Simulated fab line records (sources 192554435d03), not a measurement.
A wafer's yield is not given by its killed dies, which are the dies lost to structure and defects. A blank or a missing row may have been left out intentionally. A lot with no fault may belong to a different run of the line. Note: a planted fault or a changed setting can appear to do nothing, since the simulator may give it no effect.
fab line records | flow n5Finfet | part 1 of 2: steps 1 to 21 of 29
record: lots: 5 | wafers: 15 | lastDay: 19
route steps=1938 shown HKMG_FIN@418
lots that met no fault: from a run of the same line without faults
startH: the number of hours between the record's first day and the start of the first shown wafer of the lot | waitH: hours from the lot's prior step to this one | " repeats the value in the row above | L1.1+2: one row covering several wafers at once | - value missing, or start not given | * or withheld: withheld | < > ~ a bound
route shown NAME@n: NAME is a module with steps in the file, n the number in the route of the first one | usual: mean/standard deviation taken from wafers without a fault | same: alike in all rows | chamber/n: place in a boat | sites: the reading at each site | _std_site: their standard deviation | _edge_site: the outer-site mean with the inner-site mean subtracted | radiusMm: for every site, how far away it sits from the centre of the wafer | mask NAME#n: copy n | behind: the tool/chamber that last shaped the wafer | hold: cause of the lot's hold/its duration in hours/its outcome | device: names the non-switching transistor (n, p or np) | end of line: tests run on the same wafers once the route is complete | a step given without rows: its recipe and nothing more | killed: the dies lost at the first sort to structure and to defects; this is not the yield of the wafer | map: dies across one wafer; x = killed, . = not, _ = none there
set.NAME: the setting the step ran with; set.NAME@STEP: the setting that earlier step ran with | model.NAME: the simulator's own value behind a step, which no gauge read
lots at selected steps of the route; one table per step, one row per wafer
services: the hour from which a tool's chamber was out of use, counted from the record's first day as startH (under 0 if before that day), plus the number of hours and why
== steps ==
step: N5_HKMG_FIN_WET_ETCH_82
recipe: chemistry: dHCl | mix: 1:10000 | tempC: 25 | target: La2O3 | stopOn: HfO2 | targetDepthNm: 2 | dry: ipaMarangoni | rinseTimeS: 30 | rinseTempC: 23
lot.wafer  | tool        | chamber | startH | waitH
L077.2+3+4 | wetBench-05 | 3,1,2   | 91.37  | 0.0
L078.2+3+6 | wetBench-05 | 3,2,1   | 98.56  | 0.0
L086.1+4+6 | wetBench-05 | 3,6,0   | 151.15 | 0.0
L094.3+4+5 | wetBench-06 | 2,3,0   | 194.73 | 0.0
L096.3+5+6 | wetBench-06 | 7,6,2   | 206.50 | 0.0
step: N5_HKMG_FIN_ALD_36
recipe: material: TiN | targetThkA: 10 | tempC: 400 | aldPrecursorFamily: TiCl4 | aldCoReactant: NH3 | pulseTimeS: 1 | purgeTimeS: 3 | coReactantPurgeTimeS: 2 | coReactantPulseTimeS: 2 | aldCycles: 47 | pressureTorr: 3
usual: heaterPowerW: 841/110 | precursorPulseHeightRel: 1.001/0.019
lot.wafer | tool        | chamber | startH | waitH | heaterPowerW | precursorPulseHeightRel
L077.2    | aldMetal-03 | 3       | 91.43  | 0.0   | 655          | 0.995
L077.3    | "           | 1       | "      | "     | 849          | 0.989
L077.4    | "           | 0       | "      | "     | 734          | 1.025
L078.2    | aldMetal-01 | 2       | 98.62  | 0.0   | 912          | 0.995
L078.3    | "           | 3       | "      | "     | 892          | 1.008
L078.6    | "           | 3       | "      | "     | 911          | 0.981
L086.1    | aldMetal-02 | 3       | 151.21 | 0.0   | 1015         | 1.009
L086.4    | "           | 2       | "      | "     | 779          | 1.021
L086.6    | "           | 0       | "      | "     | 880          | 1.002
L094.3    | aldMetal-03 | 1       | 194.82 | 0.0   | 867          | 1.002
L094.4    | "           | 3       | "      | "     | 646          | 1.038
L094.5    | "           | 2       | "      | "     | 1059         | 0.990
L096.3    | aldMetal-01 | 2       | 206.56 | 0.0   | 897          | 1.020
L096.5    | "           | 2       | "      | "     | 916          | 0.991
L096.6    | "           | 1       | "      | "     | 752          | 0.985
step: N5_HKMG_FIN_THK_MEAS_70
recipe: thkMeasGauge: xrf | reads: HfO2_of_HKMG_FIN_HK_ALD_01
usual: HK_THK: 1.611/0.022
lot.wafer | tool         | chamber | startH | waitH | HK_THK[nm]
L077.2    | filmMetro-02 | -       | 91.71  | 0.2   | 1.588
L077.3    | "            | -       | "      | "     | 1.634
L077.4    | "            | -       | "      | "     | 1.584
L078.2    | filmMetro-01 | -       | 98.90  | 0.2   | 1.593
L078.3    | "            | -       | "      | "     | 1.619
L078.6    | "            | -       | "      | "     | 1.616
L086.1    | filmMetro-01 | -       | 151.49 | 0.2   | 1.619
L086.4    | "            | -       | "      | "     | 1.616
L086.6    | "            | -       | "      | "     | 1.583
L094.3    | filmMetro-02 | -       | 195.10 | 0.2   | 1.615
L094.4    | "            | -       | "      | "     | 1.600
L094.5    | "            | -       | "      | "     | 1.673
L096.3    | filmMetro-02 | -       | 206.84 | 0.2   | 1.627
L096.5    | "            | -       | "      | "     | 1.653
L096.6    | "            | -       | "      | "     | 1.616
step: N5_HKMG_FIN_PWFM_ALD_03
recipe: material: TiN | targetThkA: 20 | tempC: 400 | aldPrecursorFamily: TiCl4 | aldCoReactant: NH3 | pulseTimeS: 1 | purgeTimeS: 3 | coReactantPurgeTimeS: 2 | coReactantPulseTimeS: 2 | aldCycles: 91 | pressureTorr: 3
usual: heaterPowerW: 854/120 | precursorPulseHeightRel: 0.998/0.02
lot.wafer | tool        | chamber | startH | waitH | heaterPowerW | precursorPulseHeightRel
L077.2    | aldMetal-01 | 1       | 91.75  | 0.0   | 756          | 1.006
L077.3    | "           | 3       | "      | "     | 916          | 1.005
L077.4    | "           | 2       | "      | "     | 896          | 0.995
L078.2    | aldMetal-01 | 3       | 98.94  | 0.0   | 894          | 0.992
L078.3    | "           | 2       | "      | "     | 897          | 1.008
L078.6    | "           | 1       | "      | "     | 728          | 1.027
L086.1    | aldMetal-03 | 1       | 151.53 | 0.0   | 861          | 1.000
L086.4    | "           | 3       | "      | "     | 662          | 1.019
L086.6    | "           | 2       | "      | "     | 1041         | 0.956
L094.3    | aldMetal-02 | 2       | 195.13 | 0.0   | 785          | 1.008
L094.4    | "           | 0       | "      | "     | 901          | 1.001
L094.5    | "           | 2       | "      | "     | 795          | 0.993
L096.3    | aldMetal-02 | 3       | 206.88 | 0.0   | 1054         | 0.998
L096.5    | "           | 1       | "      | "     | 832          | 0.989
L096.6    | "           | 0       | "      | "     | 899          | 0.993
step: N5_HKMG_FIN_COAT_29
recipe: resist: SOC | tempC: 250 | timeS: 60 | spinRpm: 1500 | resistThkNm: 300
usual: dispensePressureKPa: 51.3/2.3
lot.wafer | tool          | chamber | startH | waitH | dispensePressureKPa
L077.2    | lithoTrack-03 | 0       | 92.22  | 0.2   | 53.9
L077.3    | "             | 0       | "      | "     | 54.0
L077.4    | "             | 0       | "      | "     | 54.0
L078.2    | lithoTrack-03 | 0       | 99.41  | 0.2   | 54.0
L078.3    | "             | 0       | "      | "     | 54.0
L078.6    | "             | 0       | "      | "     | 54.0
L086.1    | lithoTrack-01 | 0       | 152.00 | 0.2   | 48.6
L086.4    | "             | 0       | "      | "     | 48.6
L086.6    | "             | 0       | "      | "     | 48.6
L094.3    | lithoTrack-05 | 0       | 195.60 | 0.2   | 51.0
L094.4    | "             | 0       | "      | "     | 50.9
L094.5    | "             | 0       | "      | "     | 50.9
L096.3    | lithoTrack-03 | 0       | 207.35 | 0.2   | 54.1
L096.5    | "             | 0       | "      | "     | 54.0
L096.6    | "             | 0       | "      | "     | 54.1
step: N5_HKMG_FIN_COAT_30
recipe: resist: SiARC | tempC: 220 | timeS: 60 | spinRpm: 1500 | resistThkNm: 35
usual: dispensePressureKPa: 51.3/2.3
lot.wafer | tool          | chamber | startH | waitH | dispensePressureKPa
L077.2    | lithoTrack-03 | 0       | -      | -     | 54.1
L077.3    | "             | 0       | "      | "     | 54.1
L077.4    | "             | 0       | "      | "     | 54.1
L078.2    | lithoTrack-03 | 0       | -      | -     | 54.1
L078.3    | "             | 0       | "      | "     | 54.1
L078.6    | "             | 0       | "      | "     | 54.0
L086.1    | lithoTrack-01 | 0       | -      | -     | 48.6
L086.4    | "             | 0       | "      | "     | 48.6
L086.6    | "             | 0       | "      | "     | 48.7
L094.3    | lithoTrack-05 | 0       | -      | -     | 51.0
L094.4    | "             | 0       | "      | "     | 50.9
L094.5    | "             | 0       | "      | "     | 50.9
L096.3    | lithoTrack-03 | 0       | -      | -     | 54.1
L096.5    | "             | 0       | "      | "     | 54.0
L096.6    | "             | 0       | "      | "     | 54.1
step: N5_HKMG_FIN_COAT_06
recipe: resist: CAR-ArF | spinRpm: 1500 | resistThkNm: 90
usual: dispensePressureKPa: 51.4/2.3
lot.wafer | tool          | chamber | startH | waitH | dispensePressureKPa
L077.2    | lithoTrack-03 | 0       | -      | -     | 54.0
L077.3    | "             | 0       | "      | "     | 54.0
L077.4    | "             | 0       | "      | "     | 54.0
L078.2    | lithoTrack-03 | 0       | -      | -     | 54.0
L078.3    | "             | 0       | "      | "     | 54.0
L078.6    | "             | 0       | "      | "     | 54.0
L086.1    | lithoTrack-01 | 0       | -      | -     | 48.6
L086.4    | "             | 0       | "      | "     | 48.6
L086.6    | "             | 0       | "      | "     | 48.6
L094.3    | lithoTrack-05 | 0       | -      | -     | 50.9
L094.4    | "             | 0       | "      | "     | 51.0
L094.5    | "             | 0       | "      | "     | 51.0
L096.3    | lithoTrack-03 | 0       | -      | -     | 54.1
L096.5    | "             | 0       | "      | "     | 54.1
L096.6    | "             | 0       | "      | "     | 54.1
step: N5_HKMG_FIN_EBR_08
recipe: solvent: PGMEA | ebrWidthMm: 1.5
same: ebrWidthMm: 1.5
lot.wafer  | tool          | chamber | startH | waitH
L077.2+3+4 | lithoTrack-03 | 0       | -      | -
L078.2+3+6 | lithoTrack-03 | 0       | -      | -
L086.1+4+6 | lithoTrack-01 | 0       | -      | -
L094.3+4+5 | lithoTrack-05 | 0       | -      | -
L096.3+5+6 | lithoTrack-03 | 0       | -      | -
step: N5_HKMG_FIN_SOFTBAKE_07
recipe: tempC: 110 | timeS: 60 | resist: CAR-ArF
lot.wafer  | tool          | chamber | startH | waitH
L077.2+3+4 | lithoTrack-03 | 0       | -      | -
L078.2+3+6 | lithoTrack-03 | 0       | -      | -
L086.1+4+6 | lithoTrack-01 | 0       | -      | -
L094.3+4+5 | lithoTrack-05 | 0       | -      | -
L096.3+5+6 | lithoTrack-03 | 0       | -      | -
step: N5_HKMG_FIN_EXPOSE_09
recipe: maskId: NWFM | na: 1.35 | sourceShape: conventional | sigmaOuter: 0.8 | polarization: unpolarized | doseMj: 39.25
same: na: 1.35
lot.wafer  | tool           | chamber | startH | waitH | mask
L077.2+3+4 | arfiScanner-01 | 0       | 92.46  | -     | NWFM#0
L078.2+3+6 | arfiScanner-02 | 0       | 99.66  | -     | NWFM#0
L086.1+4+6 | arfiScanner-03 | 0       | 152.11 | -     | NWFM#0
L094.3+4+5 | arfiScanner-02 | 0       | 195.86 | -     | NWFM#0
L096.3+5+6 | arfiScanner-03 | 0       | 207.60 | -     | NWFM#0
step: N5_HKMG_FIN_PEB_10
recipe: pebTempC: withheld | pebTimeS: 60 | resist: CAR-ArF
same: pebTimeS: 60
lot.wafer  | tool          | chamber | startH | waitH
L077.2+3+4 | lithoTrack-05 | 0       | 92.52  | 0.0
L078.2+3+6 | lithoTrack-03 | 0       | 99.71  | 0.0
L086.1+4+6 | lithoTrack-03 | 0       | 152.17 | 0.1
L094.3+4+5 | lithoTrack-01 | 0       | 195.91 | 0.0
L096.3+5+6 | lithoTrack-01 | 0       | 207.65 | 0.0
step: N5_HKMG_FIN_DEVELOP_11
recipe: developTimeS: 30 | developer: TMAH | resist: CAR-ArF | devTempC: 23 | rinseLiquid: diw | dry: airSpin
lot.wafer  | tool          | chamber | startH | waitH
L077.2+3+4 | lithoTrack-05 | 0       | -      | -
L078.2+3+6 | lithoTrack-03 | 0       | -      | -
L086.1+4+6 | lithoTrack-03 | 0       | -      | -
L094.3+4+5 | lithoTrack-01 | 0       | -      | -
L096.3+5+6 | lithoTrack-01 | 0       | -      | -
step: N5_HKMG_FIN_CD_MEAS_12
recipe: targetCdNm: 92.8 | landingEnergyEv: 500 | detector: seInlens
usual: cdNm: 93.0/0.68
lot.wafer | tool     | chamber | startH | waitH | cdNm
L077.2    | cdSem-01 | 0       | 92.58  | -     | 93.2
L077.3    | "        | 0       | "      | "     | 94.0
L077.4    | "        | 0       | "      | "     | 92.9
L078.2    | cdSem-03 | 0       | 99.78  | -     | 93.7
L078.3    | "        | 0       | "      | "     | 92.1
L078.6    | "        | 0       | "      | "     | 92.9
L086.1    | cdSem-02 | 0       | 152.24 | -     | 92.2
L086.4    | "        | 0       | "      | "     | 94.2
L086.6    | "        | 0       | "      | "     | 92.1
L094.3    | cdSem-03 | 0       | 195.97 | -     | 93.3
L094.4    | "        | 0       | "      | "     | 92.7
L094.5    | "        | 0       | "      | "     | 93.0
L096.3    | cdSem-03 | 0       | 207.72 | -     | 93.6
L096.5    | "        | 0       | "      | "     | 93.4
L096.6    | "        | 0       | "      | "     | 92.7
step: N5_HKMG_FIN_OVL_MEAS_13
recipe: pointsPerWafer: 44
usual: NWFM_OVL: -0.3/0.68
lot.wafer | tool       | chamber | startH | waitH | NWFM_OVL[nm]
L077.2    | overlay-02 | 0       | 92.61  | 0.0   | 0.4
L077.3    | "          | 0       | "      | "     | 0.9
L077.4    | "          | 0       | "      | "     | 0.5
L078.2    | overlay-02 | 0       | 99.81  | 0.0   | -0.5
L078.3    | "          | 0       | "      | "     | -1.4
L078.6    | "          | 0       | "      | "     | -1.2
L086.1    | overlay-01 | 0       | 152.27 | 0.0   | 0.4
L086.4    | "          | 0       | "      | "     | 0.1
L086.6    | "          | 0       | "      | "     | 1.4
L094.3    | overlay-01 | 0       | 196.00 | 0.0   | -1.9
L094.4    | "          | 0       | "      | "     | -0.9
L094.5    | "          | 0       | "      | "     | -1.3
L096.3    | overlay-02 | 0       | 207.74 | 0.0   | -0.6
L096.5    | "          | 0       | "      | "     | -0.2
L096.6    | "          | 0       | "      | "     | 0.3
step: N5_HKMG_FIN_INSPECT_14
recipe: mode: adi | inspectInstrument: macro
usual: rawDefectCount: 2.1/1.3
lot.wafer | tool             | chamber | startH | waitH | rawDefectCount
L077.2    | defectInspect-02 | -       | 92.64  | 0.0   | 1
L077.3    | "                | -       | "      | "     | 2
L077.4    | "                | -       | "      | "     | 2
L078.2    | defectInspect-01 | -       | 99.83  | 0.0   | 0
L078.3    | "                | -       | "      | "     | 0
L078.6    | "                | -       | "      | "     | 1
L086.1    | defectInspect-02 | -       | 152.29 | 0.0   | 1
L086.4    | "                | -       | "      | "     | 2
L086.6    | "                | -       | "      | "     | 2
L094.3    | defectInspect-02 | -       | 196.03 | 0.0   | 2
L094.4    | "                | -       | "      | "     | 3
L094.5    | "                | -       | "      | "     | 3
L096.3    | defectInspect-02 | -       | 207.77 | 0.0   | 2
L096.5    | "                | -       | "      | "     | 1
L096.6    | "                | -       | "      | "     | 4
step: N5_HKMG_FIN_DESCUM_17
recipe: chemistry: O2 | timeS: 7.9 | sourcePowerW: 50 | biasPowerW: 20 | pressureMtorr: 20 | rfFrequencyHz: 2.712e+07 | tempC: 40 | resist: CAR-ArF | o2FlowSccm: 225
usual: drypumpMotorCurrentA: 5.6/0.37 | oesProductAu: 0.79/0.099 | rfVppV: 244.1/1.4 | showerheadPlenumPTorr: 2.15/0.063 | throttleValvePct: 20.33/0.27
lot.wafer | tool       | chamber | startH | waitH | drypumpMotorCurrentA | oesProductAu | rfHoursCounterH | rfVppV | showerheadPlenumPTorr | throttleValvePct
L077.2    | rieDiel-04 | 3       | 92.67  | 0.0   | 5.5                  | 0.68         | 234             | 243.6  | 2.17                  | 20.56
L077.3    | "          | 2       | "      | "     | 5.9                  | 0.76         | 168             | 243.2  | 2.10                  | 20.54
L077.4    | "          | 0       | "      | "     | 6.1                  | 0.69         | 248             | 244.6  | 2.17                  | 20.42
L078.2    | rieDiel-01 | 1       | 99.86  | 0.0   | 5.3                  | 0.74         | 179             | 244.1  | 2.16                  | 20.42
L078.3    | "          | 3       | "      | "     | 5.2                  | 0.92         | 18              | 243.7  | 2.13                  | 20.06
L078.6    | "          | 2       | "      | "     | 5.9                  | 0.86         | -               | 244.9  | 2.22                  | 20.08
L086.1    | rieDiel-04 | 0       | 152.41 | 0.1   | 6.1                  | 0.95         | 17              | 243.3  | 2.16                  | 20.00
L086.4    | "          | 0       | "      | "     | 6.1                  | 0.96         | -               | 244.9  | 2.16                  | 20.00
L086.6    | "          | 2       | "      | "     | 5.9                  | 0.74         | -               | 243.5  | 2.09                  | 20.60
L094.3    | rieDiel-06 | 2       | 196.08 | 0.1   | 5.6                  | 0.68         | 257             | 243.3  | 2.15                  | 20.33
L094.4    | "          | 1       | "      | "     | 5.6                  | 0.82         | -               | 243.7  | 2.12                  | 20.61
L094.5    | "          | 0       | "      | "     | 5.2                  | 0.97         | -               | 243.4  | 2.15                  | 19.83
L096.3    | rieDiel-01 | 1       | 207.80 | 0.0   | 5.3                  | 0.71         | 218             | 244.7  | 2.15                  | 20.49
L096.5    | "          | 0       | "      | "     | 5.9                  | 0.88         | -               | 245.5  | 2.23                  | 19.98
L096.6    | "          | 3       | "      | "     | 5.3                  | 0.88         | -               | 242.8  | 2.13                  | 20.10
step: N5_HKMG_FIN_ETCH_31
recipe: chemistry: CF4 | target: SiARC | targetDepthA: 455 | maskMaterial: CAR-ArF | timeS: 75.8 | ionEnergyEv: 80 | pressureMtorr: 40 | sourceW: 545 | biasW: 36 | Ar_flow_sccm: 100 | cf4FlowSccm: 100 | ends: cleared
usual: drypumpMotorCurrentA: 5.6/0.37 | etchRfOnTimeS: 76.3/1.4 | oesProductAu: 0.67/0.081 | rfVppV: 184.7/1.1 | showerheadPlenumPTorr: 2.19/0.057 | throttleValvePct: 15.50/0.28
lot.wafer | tool       | chamber | startH | waitH | drypumpMotorCurrentA | etchRfOnTimeS | oesProductAu | rfHoursCounterH | rfVppV | showerheadPlenumPTorr | throttleValvePct
L077.2    | rieDiel-04 | 3       | 92.71  | 0.0   | 5.5                  | 79.1          | 0.58         | 234             | 185.5  | 2.20                  | 15.63
L077.3    | "          | 2       | "      | "     | 5.9                  | 76.7          | 0.64         | 168             | 183.2  | 2.13                  | 15.64
L077.4    | "          | 0       | "      | "     | 6.1                  | 74.3          | 0.59         | 248             | 184.3  | 2.20                  | 15.55
L078.2    | rieDiel-01 | 1       | 99.90  | 0.0   | 5.3                  | 77.5          | 0.63         | 180             | 184.8  | 2.23                  | 15.78
L078.3    | "          | 3       | "      | "     | 5.2                  | 73.7          | 0.79         | 18              | 184.7  | 2.19                  | 15.30
L078.6    | "          | 2       | "      | "     | 5.9                  | 76.9          | 0.73         | -               | 184.7  | 2.25                  | 15.17
L086.1    | rieDiel-04 | 0       | 152.44 | 0.0   | 6.1                  | 75.6          | 0.81         | 17              | 184.6  | 2.19                  | 15.07
L086.4    | "          | 0       | "      | "     | 6.1                  | 75.2          | 0.81         | -               | 184.3  | 2.19                  | 15.07
L086.6    | "          | 2       | "      | "     | 5.9                  | 76.9          | 0.61         | -               | 184.5  | 2.13                  | 15.67
L094.3    | rieDiel-06 | 2       | 196.11 | 0.0   | 5.6                  | 73.6          | 0.58         | 257             | 185.9  | 2.18                  | 15.56
L094.4    | "          | 1       | "      | "     | 5.5                  | 76.9          | 0.68         | -               | 184.4  | 2.15                  | 15.65
L094.5    | "          | 0       | "      | "     | 5.2                  | 75.3          | 0.81         | -               | 184.5  | 2.19                  | 14.99
L096.3    | rieDiel-01 | 1       | 207.84 | 0.0   | 5.3                  | 77.5          | 0.61         | 218             | 184.1  | 2.22                  | 15.86
L096.5    | "          | 0       | "      | "     | 5.9                  | 76.6          | 0.74         | -               | 184.3  | 2.27                  | 15.11
L096.6    | "          | 3       | "      | "     | 5.2                  | 72.5          | 0.76         | -               | 184.3  | 2.19                  | 15.35
step: N5_HKMG_FIN_ETCH_32
recipe: chemistry: N2/H2 | target: SOC | targetDepthA: 2400 | tempC: 40 | timeS: 300 | ionEnergyEv: 200 | maskMaterial: SiARC | pressureMtorr: 30 | sourceW: 840 | biasW: 150 | n2FlowSccm: 200 | h2FlowSccm: 200
usual: drypumpMotorCurrentA: 5.6/0.36 | oesProductAu: 0.79/0.097 | rfVppV: 525.4/2.2 | showerheadPlenumPTorr: 2.59/0.076 | throttleValvePct: 17.67/0.27
lot.wafer | tool       | chamber | startH | waitH | drypumpMotorCurrentA | oesProductAu | rfHoursCounterH | rfVppV | showerheadPlenumPTorr | throttleValvePct
L077.2    | rieDiel-04 | 3       | 92.76  | 0.0   | 5.5                  | 0.68         | 234             | 526.3  | 2.59                  | 17.71
L077.3    | "          | 2       | "      | "     | 5.9                  | 0.75         | 168             | 523.3  | 2.52                  | 17.86
L077.4    | "          | 0       | "      | "     | 6.1                  | 0.67         | 248             | 524.3  | 2.61                  | 17.78
L078.2    | rieDiel-01 | 1       | 99.95  | 0.0   | 5.3                  | 0.74         | 180             | 525.5  | 2.62                  | 17.90
L078.3    | "          | 3       | "      | "     | 5.2                  | 0.92         | 18              | 525.8  | 2.59                  | 17.46
L078.6    | "          | 2       | "      | "     | 5.9                  | 0.85         | -               | 529.0  | 2.71                  | 17.48
L086.1    | rieDiel-04 | 2       | 152.50 | 0.0   | 5.9                  | 0.73         | 195             | 524.0  | 2.51                  | 17.92
L086.4    | "          | 2       | "      | "     | 6.0                  | 0.73         | -               | 523.0  | 2.51                  | 17.91
L086.6    | "          | 1       | "      | "     | 6.2                  | 0.74         | -               | 526.7  | 2.63                  | 18.13
L094.3    | rieDiel-06 | 2       | 196.17 | 0.0   | 5.6                  | 0.67         | 257             | 524.4  | 2.61                  | 17.86
L094.4    | "          | 1       | "      | "     | 5.6                  | 0.81         | -               | 523.9  | 2.56                  | 17.83
L094.5    | "          | 0       | "      | "     | 5.2                  | 0.94         | -               | 526.0  | 2.58                  | 16.99
L096.3    | rieDiel-01 | 1       | 207.89 | 0.0   | 5.3                  | 0.71         | 218             | 524.4  | 2.61                  | 17.97
L096.5    | "          | 0       | "      | "     | 5.9                  | 0.86         | -               | 528.2  | 2.70                  | 17.31
L096.6    | "          | 3       | "      | "     | 5.2                  | 0.89         | -               | 525.1  | 2.58                  | 17.50
step: N5_HKMG_FIN_STRIP_33
recipe: chemistry: N2/H2 | tempC: 40 | n2FlowSccm: 200 | h2FlowSccm: 200 | rfFrequencyHz: 6e+07
lot.wafer  | tool       | chamber | startH | waitH
L077.2+3+4 | rieDiel-04 | 3,2,0   | 92.94  | 0.1
L078.2+3+6 | rieDiel-01 | 1,3,2   | 100.14 | 0.1
L086.1+4+6 | rieDiel-04 | 1,0,1   | 152.68 | 0.1
L094.3+4+5 | rieDiel-06 | 2,1,0   | 196.35 | 0.1
L096.3+5+6 | rieDiel-01 | 1,0,3   | 208.07 | 0.1
step: N5_HKMG_FIN_STRIP_34
recipe: chemistry: CF4 | resist: SiARC | powerW: 300 | biasPowerW: 75 | pressureMtorr: 50 | cf4FlowSccm: 150 | rfFrequencyHz: 6e+07
usual: drypumpMotorCurrentA: 5.6/0.37 | oesProductAu: 0.79/0.092 | rfVppV: 271.9/1.4 | showerheadPlenumPTorr: 1.83/0.046 | throttleValvePct: 13.47/0.29
lot.wafer | tool       | chamber | startH | waitH | drypumpMotorCurrentA | oesProductAu | rfHoursCounterH | rfVppV | showerheadPlenumPTorr | throttleValvePct
L077.2    | rieDiel-04 | 3       | 92.95  | 0.0   | 5.5                  | 0.69         | 235             | 271.3  | 1.85                  | 13.64
L077.3    | "          | 2       | "      | "     | 6.0                  | 0.74         | 168             | 269.7  | 1.78                  | 13.58
L077.4    | "          | 0       | "      | "     | 6.1                  | 0.67         | 248             | 271.5  | 1.85                  | 13.59
L078.2    | rieDiel-01 | 1       | 100.15 | 0.0   | 5.3                  | 0.74         | 180             | 271.0  | 1.87                  | 13.77
L078.3    | "          | 3       | "      | "     | 5.2                  | 0.90         | 18              | 273.4  | 1.84                  | 13.22
L078.6    | "          | 2       | "      | "     | 5.9                  | 0.86         | -               | 273.4  | 1.88                  | 13.16
L086.1    | rieDiel-04 | 1       | 152.69 | 0.0   | 6.2                  | 0.73         | 190             | 272.2  | 1.84                  | 13.90
L086.4    | "          | 0       | "      | "     | 6.1                  | 0.93         | -               | 270.8  | 1.84                  | 13.06
L086.6    | "          | 1       | "      | "     | 6.2                  | 0.73         | -               | 271.5  | 1.84                  | 13.92
L094.3    | rieDiel-06 | 2       | 196.36 | 0.0   | 5.6                  | 0.67         | 257             | 272.7  | 1.82                  | 13.58
L094.4    | "          | 1       | "      | "     | 5.5                  | 0.81         | -               | 271.7  | 1.80                  | 13.59
L094.5    | "          | 0       | "      | "     | 5.2                  | 0.94         | -               | 274.0  | 1.85                  | 13.00
L096.3    | rieDiel-01 | 1       | 208.08 | 0.0   | 5.3                  | 0.71         | 218             | 272.6  | 1.86                  | 13.86
L096.5    | "          | 0       | "      | "     | 5.9                  | 0.86         | -               | 272.6  | 1.89                  | 13.03
L096.6    | "          | 3       | "      | "     | 5.2                  | 0.86         | -               | 272.5  | 1.83                  | 13.29
step: N5_HKMG_FIN_ETCH_35
recipe: chemistry: N2/H2 | target: SOC | targetDepthA: 2158 | ionEnergyEv: 65 | biasW: 5 | sourceW: 3000 | timeS: 243.4 | pressureMtorr: 30 | n2FlowSccm: 200 | h2FlowSccm: 200
usual: drypumpMotorCurrentA: 5.6/0.37 | oesProductAu: 0.79/0.097 | rfVppV: 142.1/0.95 | showerheadPlenumPTorr: 2.60/0.076 | throttleValvePct: 17.68/0.27
lot.wafer | tool       | chamber | startH | waitH | drypumpMotorCurrentA | oesProductAu | rfHoursCounterH | rfVppV | showerheadPlenumPTorr | throttleValvePct
L077.2    | rieDiel-04 | 3       | 92.97  | 0.0   | 5.5                  | 0.68         | 235             | 143.9  | 2.59                  | 17.69
L077.3    | "          | 2       | "      | "     | 5.9                  | 0.74         | 168             | 140.7  | 2.52                  | 17.87
L077.4    | "          | 0       | "      | "     | 6.1                  | 0.68         | 248             | 141.6  | 2.61                  | 17.78
L078.2    | rieDiel-01 | 1       | 100.17 | 0.0   | 5.3                  | 0.75         | 180             | 142.9  | 2.62                  | 17.89
L078.3    | "          | 3       | "      | "     | 5.2                  | 0.93         | 18              | 141.3  | 2.59                  | 17.47
L078.6    | "          | 2       | "      | "     | 5.9                  | 0.86         | -               | 142.8  | 2.71                  | 17.49
L086.1    | rieDiel-04 | 1       | 152.72 | 0.0   | 6.2                  | 0.74         | 190             | 141.7  | 2.63                  | 18.13
L086.4    | "          | 0       | "      | "     | 6.1                  | 0.95         | -               | 143.1  | 2.60                  | 17.37
L086.6    | "          | 1       | "      | "     | 6.2                  | 0.73         | -               | 143.0  | 2.63                  | 18.13
L094.3    | rieDiel-06 | 2       | 196.38 | 0.0   | 5.6                  | 0.67         | 257             | 143.3  | 2.61                  | 17.88
L094.4    | "          | 1       | "      | "     | 5.6                  | 0.81         | -               | 143.1  | 2.56                  | 17.84
L094.5    | "          | 0       | "      | "     | 5.2                  | 0.94         | -               | 142.7  | 2.58                  | 17.00
L096.3    | rieDiel-01 | 1       | 208.10 | 0.0   | 5.3                  | 0.72         | 218             | 143.6  | 2.61                  | 17.97
L096.5    | "          | 0       | "      | "     | 5.9                  | 0.87         | -               | 141.6  | 2.70                  | 17.30
L096.6    | "          | 3       | "      | "     | 5.2                  | 0.90         | -               | 142.5  | 2.58                  | 17.52
